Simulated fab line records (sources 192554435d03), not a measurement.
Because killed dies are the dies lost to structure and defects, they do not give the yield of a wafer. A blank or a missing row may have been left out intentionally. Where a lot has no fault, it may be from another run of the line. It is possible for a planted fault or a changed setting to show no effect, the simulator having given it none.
Problem report in the 8D (eight disciplines) form, filled by code -- flow n5 finfet -- the parts of the form that need people (team, actions taken, sign-off) are left out

1. THE ISSUE
At N5_BEOL_M13_COAT_58, spin speed rpm averages 1312.0 rpm over 9 wafers from 3 lots, while fault-free wafers read 1499.9 rpm, standard deviation 1. That is -99 or more standard deviations from the usual mean.
The step: time 60 s, resist thk 89 nm.
First observed at day 14 14:07: wafer L455.1, on litho track-04. Wafers with a number at this step in the record: 30, from 10 lots. The rule behind "out" and "out of limits": a value lying over 4 standard deviations away from the usual mean. All remaining wafers that have a number are taken as sound.

2. WHAT IT IS, WHAT IT ISN'T
question,is,is not
which readings at this step,spin speed rpm,exhaust pa
which lots,"L455, L456, L457","L454, L461, L462, L463, L468, L469, L470"
which wafers of those lots,all that have a number,-
read on which tools,litho track-04,"litho track-02, litho track-03"
when,from day 14 14:07,"up to then (3 sound wafers); but 18 sound wafers of L461, L462, L463, L468, L469, L470 came after"

3. THE SUSPECTS, EACH WITH WHAT RULES IT OUT
Counting: a tool at a process step up to the reading stays a suspect if it ran every lot that is out and no sound lot after the first of them.
- litho track-04 at N5_BEOL_M13_COAT_58 (time 60 s, resist thk 89 nm): ruled out as a lasting fault. Sound lots L469 ran on it after its first lot that is out, L455 (day 14 14:07).
Left after counting: nothing in the record.

4. THE CAUSE (what the simulator had put in)
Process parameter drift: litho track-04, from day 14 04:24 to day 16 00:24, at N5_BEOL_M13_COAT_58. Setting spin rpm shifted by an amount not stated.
Counting ruled it out, wrongly.

5. SEQUENCE OF EFFECTS, ordered by route
One row per reading whose mean, taken over the struck wafers that have a number, lies over 3 standard deviations from the usual. Readings are gone through only where the record gives a usual standard deviation; hours: the median, over the lots, of the time from a lot's start at the first step in this table giving one to that lot's start at this step; sigmas: the change measured in usual standard deviations.
hours,step,reading,usual,on struck wafers,change,sigmas
0,N5_BEOL_M13_COAT_58,spin speed rpm,1499.9 rpm,1312.0,-187.9,-99 or more
1,N5_BEOL_M13_STRIP_64,strip time to endpoint s,31.29 s,33.10,+1.81,+24
The process steps in it:
- N5_BEOL_M13_COAT_58: time 60 s, resist thk 89 nm.
- N5_BEOL_M13_STRIP_64: strips in N2/H2.

6. WHAT WOULD HAVE CAUGHT IT SOONER
First out-of-limits reading in this record: day 14 14:07, which is 10 hours after fault onset at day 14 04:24.
